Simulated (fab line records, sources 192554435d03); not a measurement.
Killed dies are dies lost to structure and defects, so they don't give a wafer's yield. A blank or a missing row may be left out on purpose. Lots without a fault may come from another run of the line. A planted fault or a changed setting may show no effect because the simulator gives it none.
Which tool did it? | flow n5_finfet | 11 lots, 32 wafers sampled, at 5 steps of a route of 1938

WHAT THE GAUGES READ, wafer by wafer
N5_BEOL_M4_RC_MEAS_101. Usual: DIBL_N 36.1 mV/V, standard deviation 1.6; DIBL_P 35.8 mV/V, standard deviation 2.1; IOFF_N 0.16 nA/um, standard deviation 0.031; IOFF_P 0.21 nA/um, standard deviation 0.034; ION_N 673 uA/um, standard deviation 12; ION_P 461 uA/um, standard deviation 7.2; SS_N 71.4 mV/dec, standard deviation 0.59; SS_P 73.3 mV/dec, standard deviation 0.63; VT_N 250 mV, standard deviation 3.1; VT_N_LVT 98 mV, standard deviation 3.1; VT_P -250 mV, standard deviation 3.3; VT_P_LONG -275.4 mV, standard deviation 3.
lot  | measured     | on        | DIBL_N (mV/V)  | DIBL_P (mV/V)  | IOFF_N (nA/um) | IOFF_P (nA/um) | ION_N (uA/um) | ION_P (uA/um) | SS_N (mV/dec)  | SS_P (mV/dec)  | VT_N (mV)   | VT_N_LVT (mV) | VT_P (mV)      | VT_P_LONG (mV)       | flag
L570 | day 8 07:31  | prober-01 | 35.3 38.5 36.4 | 35.4 38.8 37.1 | 0.15 0.21 0.16 | 0.19 0.24 0.23 | 674 687 674   | 457 461 465   | 71.6 72.6 71.7 | 73.0 73.6 73.4 | 249 245 250 | 100 95 98     | -251 -249 -247 | -275.2 -277.3 -273.2 |
L571 | day 8 18:02  | prober-02 | 34.3 35.6 35.1 | 33.2 35.8 33.9 | 0.11 0.13 0.12 | 0.15 0.19 0.16 | 661 663 661   | 454 458 460   | 71.0 70.2 71.0 | 72.4 73.4 72.8 | 254 251 254 | 102 100 101   | -255 -254 -254 | -277.9 -275.6 -278.3 |
L572 | day 8 12:54  | prober-02 | 34.4 36.0 36.2 | 35.0 36.9 36.9 | 0.13 0.16 0.16 | 0.17 0.21 0.20 | 658 686 670   | 451 467 457   | 70.6 71.6 71.4 | 73.4 73.6 73.9 | 253 250 250 | 99 97 97      | -252 -251 -253 | -276.9 -275.6 -278.0 |
L574 | day 9 10:52  | prober-01 | 39.2 37.8 38.8 | 40.4 38.3 38.2 | 0.20 0.17 0.19 | 0.27 0.25 0.24 | 688 676 675   | 470 465 461   | 71.9 71.4 72.3 | 74.5 74.2 73.5 | 246 248 252 | 96 99 99      | -246 -245 -248 | -273.1 -272.5 -277.1 |
L576 | day 9 23:06  | prober-01 | 37.1 35.8 37.0 | 35.6 34.7 35.9 | 0.18 0.14 0.17 | 0.23 0.21 0.24 | 691 671 683   | 465 461 471   | 72.0 71.1 72.0 | 73.1 73.3 73.2 | 247 250 247 | 95 98 95      | -249 -247 -245 | -269.1 -273.0 -271.0 |
L578 | day 10 17:59 | prober-02 | 36.4 36.4      | 35.5 36.1      | 0.14 0.15      | 0.18 0.21      | 667 668       | 453 454       | 70.6 70.6      | 73.6 73.7      | 251 251     | 101 98        | -253 -251      | -277.8 -277.0        |
L579 | day 10 18:57 | prober-01 | 35.4 35.0 35.7 | 36.1 35.7 36.6 | 0.14 0.14 0.14 | 0.17 0.17 0.18 | 667 676 664   | 452 460 452   | 71.0 71.0 71.4 | 73.5 72.2 73.3 | 253 251 254 | 101 98 100    | -256 -255 -255 | -281.9 -279.5 -280.1 |
L581 | day 11 10:46 | prober-01 | 36.6 36.2 33.7 | 36.1 34.7 32.1 | 0.16 0.15 0.12 | 0.22 0.19 0.16 | 667 665 658   | 463 457 448   | 71.8 71.3 70.5 | 73.7 72.7 72.8 | 249 253 252 | 96 98 98      | -248 -249 -251 | -276.9 -274.4 -277.0 |
L582 | day 11 15:33 | prober-01 | 37.8 34.7 35.8 | 38.7 34.4 36.0 | 0.20 0.13 0.15 | 0.28 0.20 0.23 | 680 676 672   | 468 463 462   | 71.4 71.5 71.4 | 73.7 73.3 73.7 | 248 253 249 | 97 103 102    | -247 -250 -250 | -273.3 -273.4 -273.3 |
L589 | day 13 07:11 | prober-02 | 36.7 38.3 38.4 | 35.6 38.1 36.5 | 0.17 0.20 0.20 | 0.15 0.18 0.16 | 673 676 682   | 453 452 448   | 71.4 71.7 71.6 | 73.2 73.6 73.6 | 251 245 247 | 85 81 81      | -258 -259 -258 | -282.7 -285.1 -281.7 | OFF
L586 | day 14 08:28 | prober-01 | 37.4 36.5 38.6 | 36.7 33.7 36.7 | 0.19 0.18 0.21 | 0.16 0.12 0.16 | 678 693 676   | 446 453 444   | 72.0 71.3 71.7 | 73.4 72.6 73.4 | 248 246 244 | 82 81 83      | -257 -262 -260 | -288.3 -285.2 -288.1 | OFF

WHICH TOOL RAN EACH LOT (tool, then ch and the chambers of the sampled wafers, then the start)
lot  | N5_HKMG_FIN_RTA_80              | N5_BEOL_M4_ANNEAL_91         | N5_BEOL_M4_ANNEAL_93         | N5_BEOL_M4_CO_CAP_55
L570 | rtp_anneal-01 ch 0, day 4 08:06 | pvd_sputter-01, day 8 05:41  | pvd_sputter-01, day 8 05:54  | cvd_co-02 ch 1,2, day 8 07:08
L571 | rtp_anneal-02 ch 0, day 4 12:52 | pvd_sputter-03, day 8 16:20  | pvd_sputter-03, day 8 16:34  | cvd_co-02 ch 0,2, day 8 17:48
L572 | rtp_anneal-01 ch 0, day 4 20:10 | pvd_sputter-01, day 8 11:13  | pvd_sputter-01, day 8 11:26  | cvd_co-02 ch 0,1, day 8 12:40
L574 | rtp_anneal-02 ch 0, day 5 06:40 | pvd_sputter-02, day 9 09:08  | pvd_sputter-02, day 9 09:22  | cvd_co-01 ch 0,1, day 9 10:35
L576 | rtp_anneal-02 ch 0, day 5 20:19 | pvd_sputter-01, day 9 21:23  | pvd_sputter-01, day 9 21:37  | cvd_co-02 ch 0,1,2, day 9 22:50
L578 | rtp_anneal-02 ch 0, day 6 10:56 | pvd_sputter-01, day 10 15:50 | pvd_sputter-01, day 10 16:04 | cvd_co-01 ch 0,1, day 10 17:19
L579 | rtp_anneal-02 ch 0, day 6 16:17 | pvd_sputter-03, day 10 17:11 | pvd_sputter-03, day 10 17:24 | cvd_co-02 ch 0,2, day 10 18:43
L581 | rtp_anneal-02 ch 0, day 7 04:25 | pvd_sputter-02, day 11 09:05 | pvd_sputter-02, day 11 09:18 | cvd_co-01 ch 0,2, day 11 10:32
L582 | rtp_anneal-01 ch 0, day 7 11:03 | pvd_sputter-01, day 11 13:52 | pvd_sputter-01, day 11 14:05 | cvd_co-02 ch 0,1,2, day 11 15:19
L589 | rtp_anneal-02 ch 0, day 9 01:23 | pvd_sputter-03, day 13 05:21 | pvd_sputter-03, day 13 05:34 | cvd_co-01 ch 0,1, day 13 06:48
L586 | rtp_anneal-02 ch 0, day 9 22:50 | pvd_sputter-01, day 14 06:10 | pvd_sputter-01, day 14 06:23 | cvd_co-01 ch 1,2, day 14 07:55
- N5_HKMG_FIN_RTA_80: time 2 s.
- N5_BEOL_M4_ANNEAL_91: time 240 s.
- N5_BEOL_M4_ANNEAL_93: time 240 s.
- N5_BEOL_M4_CO_CAP_55: material Co, precursor CCTBA/H2, target thk 2 nm, time 102.1 s.

WHAT THE TOOLS THEMSELVES READ (means of the sampled wafers that have a number; where no wafer has one, the mark that the record gives instead)
N5_BEOL_M4_ANNEAL_91. Usual: heater_power_w 807 W, standard deviation 87.
lot  | tool           | heater_power_w (W) | flag
L570 | pvd_sputter-01 | 823                |
L571 | pvd_sputter-03 | 755                |
L572 | pvd_sputter-01 | 831                |
L574 | pvd_sputter-02 | 842                |
L576 | pvd_sputter-01 | 839                |
L578 | pvd_sputter-01 | 746                |
L579 | pvd_sputter-03 | 823                |
L581 | pvd_sputter-02 | 751                |
L582 | pvd_sputter-01 | 841                |
L589 | pvd_sputter-03 | 765                |
L586 | pvd_sputter-01 | 839                |

N5_BEOL_M4_ANNEAL_93. Usual: heater_power_w 807 W, standard deviation 87.
lot  | tool           | heater_power_w (W) | flag
L570 | pvd_sputter-01 | 824                |
L571 | pvd_sputter-03 | 758                |
L572 | pvd_sputter-01 | 811                |
L574 | pvd_sputter-02 | 850                |
L576 | pvd_sputter-01 | 845                |
L578 | pvd_sputter-01 | 762                |
L579 | pvd_sputter-03 | 837                |
L581 | pvd_sputter-02 | 753                |
L582 | pvd_sputter-01 | 841                |
L589 | pvd_sputter-03 | 751                |
L586 | pvd_sputter-01 | 830                |

N5_BEOL_M4_CO_CAP_55. Usual: heater_power_w 255 W, standard deviation 13.
lot  | tool      | heater_power_w (W) | flag
L570 | cvd_co-02 | 254                |
L571 | cvd_co-02 | 251                |
L572 | cvd_co-02 | 246                |
L574 | cvd_co-01 | 266                |
L576 | cvd_co-02 | 248                |
L578 | cvd_co-01 | 270                |
L579 | cvd_co-02 | 252                |
L581 | cvd_co-01 | 249                |
L582 | cvd_co-02 | 252                |
L589 | cvd_co-01 | 268                |
L586 | cvd_co-01 | 261                |

THE ANSWER, worked out from the rows above alone
Rule: a lot is off if the mean of its wafers that have a number lies more than 3 standard deviations from the usual mean. A lot without any number at a reading at which 4 lots or more have one is off too. The other lots that the step has rows for count as sound. The gauges are gone through in route order, then the tools' own readings, and for those a lot's mean is taken as printed above. The first step at which some lot is off is used, and at that step the reading that is off furthest; a lot without a number counts as furthest.
Off: L589, L586, at N5_BEOL_M4_RC_MEAS_101 (VT_N_LVT).
A tool fits if, at a process step before that reading, it ran every lot that is off, and no sound lot after the first of them. The gauges at N5_BEOL_M4_RC_MEAS_101 are tried like those tools. Can't be told from this: 2 tools fit, rtp_anneal-02 at N5_HKMG_FIN_RTA_80, cvd_co-01 at N5_BEOL_M4_CO_CAP_55.

WHAT THE SIMULATOR HAD PUT IN
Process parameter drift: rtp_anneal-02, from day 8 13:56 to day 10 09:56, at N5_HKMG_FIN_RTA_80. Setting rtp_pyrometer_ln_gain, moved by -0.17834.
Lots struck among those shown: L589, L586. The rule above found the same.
